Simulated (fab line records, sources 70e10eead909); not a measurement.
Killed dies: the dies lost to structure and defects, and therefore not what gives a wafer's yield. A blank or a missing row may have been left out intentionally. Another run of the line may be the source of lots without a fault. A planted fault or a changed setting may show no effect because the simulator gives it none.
Chamber matching | flow nandHarc | NHARC_A_STAIRCASE_CMP_472 on cmp-01 has 4 sister chambers
The step polishes SiO2. 22 wafers are shown with their chamber, then 11 later ones without.

## EACH WAFER AND ITS CHAMBER
wafer  | chamber | motorCurrentA (A)
L075.1 | 2       | 12.8
L075.4 | 1       | 12.6
L075.5 | 0       | 11.3
L079.3 | 2       | 12.9
L079.4 | 3       | 11.7
L079.5 | 1       | 12.4
L077.4 | 2       | 13.1
L077.5 | 1       | 11.9
L077.6 | 2       | 12.4
L080.3 | 3       | 12.0
L080.4 | 0       | 10.8
L080.5 | 3       | 11.4
L083.1 | 1       | 12.4
L083.2 | 0       | 11.4
L083.6 | 0       | 11.1
L084.1 | 1       | 12.5
L084.5 | 3       | 11.9
L084.6 | 0       | 11.0
L089.2 | 3       | 11.7
L089.3 | 0       | 11.0
L089.5 | 3       | 11.8
L086.1 | 3       | 11.8

SIGNATURES, as means of the wafers listed above
reading       | chamber 0 | chamber 1 | chamber 2 | chamber 3 | scatter within a chamber
motorCurrentA | 11.100    | 12.360    | 12.800    | 11.757    | 0.237
Rule: a wafer's distance from a chamber is the root of the sum, over the readings, of the square of ((its reading less the chamber's mean) divided by the reading's scatter). The wafer belongs to the nearest chamber; if the next one is less than 2 further off, it can't be placed. How the scatter is found: for the shown wafers, subtract from each reading the mean of its chamber, square and add these, divide the total by (wafers less chambers), then take the root.

## WAFERS WITHOUT THEIR CHAMBER
wafer  | motorCurrentA (A)
L086.3 | 12.1
L086.5 | 11.3
L086.2 | 10.8
L086.4 | 12.3
L086.6 | 11.2
L091.2 | 12.9
L091.5 | 12.1
L091.6 | 12.8
L095.3 | 12.6
L095.5 | 11.9
L095.6 | 11.4

## CHAMBER TAKEN BY EACH
wafer  | from the rows above          | in truth
L086.3 | can't be placed: 1 or 3 or 2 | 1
L086.5 | can't be placed: 0 or 3      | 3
L086.2 | 0                            | 0
L086.4 | can't be placed: 1 or 2      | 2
L086.6 | can't be placed: 0 or 3      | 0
L091.2 | can't be placed: 2 or 1      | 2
L091.5 | can't be placed: 1 or 3 or 2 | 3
L091.6 | can't be placed: 2 or 1      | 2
L095.3 | can't be placed: 2 or 1      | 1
L095.5 | can't be placed: 3 or 1      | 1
L095.6 | can't be placed: 0 or 3      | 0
1 of 11 placed correctly. Cannot be placed on the basis of these rows: 10; the candidates contain the true chamber in 10. Number placed wrongly: 0.
